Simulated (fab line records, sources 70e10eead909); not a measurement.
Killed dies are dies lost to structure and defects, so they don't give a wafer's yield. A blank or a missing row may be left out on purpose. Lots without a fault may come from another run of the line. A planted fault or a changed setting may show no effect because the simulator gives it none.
Chamber matching | flow nand_harc | NHARC_A_STAIRCASE_TRIM_20 on rie_diel-11: 4 sister chambers
The step chemistry O2, time 211.2 s. 4 wafers are shown with their chamber, then 7 later ones without.

WAFERS WITH THEIR CHAMBER
wafer  | chamber | drypump_motor_current_A (A)
L081.2 | 1       | 5.4
L084.6 | 3       | 5.4
L091.2 | 0       | 5.5
L091.4 | 2       | 6.4

WAFERS WITHOUT THEIR CHAMBER
wafer  | drypump_motor_current_A (A)
L091.5 | 5.4
L095.1 | 5.5
L095.3 | 5.6
L095.4 | 6.4
L096.2 | 5.4
L096.4 | 6.4
L096.6 | 5.4

WHICH CHAMBER EACH WENT THROUGH
wafer  | from the rows above     | in truth
L091.5 | can't be placed: 1 or 3 | 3
L095.1 | 0                       | 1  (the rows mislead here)
L095.3 | 0                       | 0
L095.4 | 2                       | 2
L096.2 | can't be placed: 1 or 3 | 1
L096.4 | 2                       | 2
L096.6 | can't be placed: 1 or 3 | 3
Placed correctly: 3 of 7. Can't be placed from these rows: 3 (the true chamber is among the candidates in 3). Placed wrongly: 1.
How it was worked out, from the rows above alone: a wafer's distance from a chamber is the root of the sum, over the readings, of the square of ((its reading less the chamber's mean) divided by the reading's scatter). The wafer belongs to the nearest chamber; if the next one is less than 2 further off, it can't be placed. A chamber's mean is the mean of its shown wafers. The scatter: with one shown wafer a chamber, the root of the mean of the squares of how far each hidden wafer lies from its nearest shown one.
